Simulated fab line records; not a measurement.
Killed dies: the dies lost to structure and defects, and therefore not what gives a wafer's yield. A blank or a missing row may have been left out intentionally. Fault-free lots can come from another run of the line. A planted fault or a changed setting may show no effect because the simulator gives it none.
Which of the tools did it?	flow nandHarc	18 wafers sampled from 6 lots at 1 step of a route of 1302

WHAT EACH GAUGE READ, for each wafer
NHARC_A_CONTACT_CD_MEAS_42 targets a cd of 300 nm.
lot	measured	on	cdNm (nm)
L676	day 23 02:53	cdSem-01	300.1 300.9 301.3
L677	day 24 14:16	cdSem-03	300.2 300.2 300.1
L682	day 26 08:11	cdSem-02	299.5 300.5 300.1
L685	day 28 00:51	cdSem-03	300.6 299.7 301.0
L690	day 30 05:40	cdSem-02	299.8 300.4 300.7
L693	day 31 02:47	cdSem-01	301.3 299.8 300.7

WHICH TOOL RAN EACH LOT (tool, then ch and the chambers of the sampled wafers, then the start)
The record holds no process step before these readings.

THE ANSWER, worked out from the rows above alone
Rule: the usual values come from the lots themselves. Put in order of their means at a reading, lots are off if they are a third of the lots or fewer, leave a main group of 4 or more, and stand apart from it by a gap of 3 or more times the standard deviation of the main group's means; of several such gaps the widest counts. If all means in a main group match to the digits the tables above print for the reading, that group is not used. A lot without any number at a reading at which 4 lots or more have one is off too. Any other lot the step has rows for is counted as sound.
None of the lots is off at any reading shown; this tells nothing.

WHAT HAD BEEN PUT IN BY THE SIMULATOR
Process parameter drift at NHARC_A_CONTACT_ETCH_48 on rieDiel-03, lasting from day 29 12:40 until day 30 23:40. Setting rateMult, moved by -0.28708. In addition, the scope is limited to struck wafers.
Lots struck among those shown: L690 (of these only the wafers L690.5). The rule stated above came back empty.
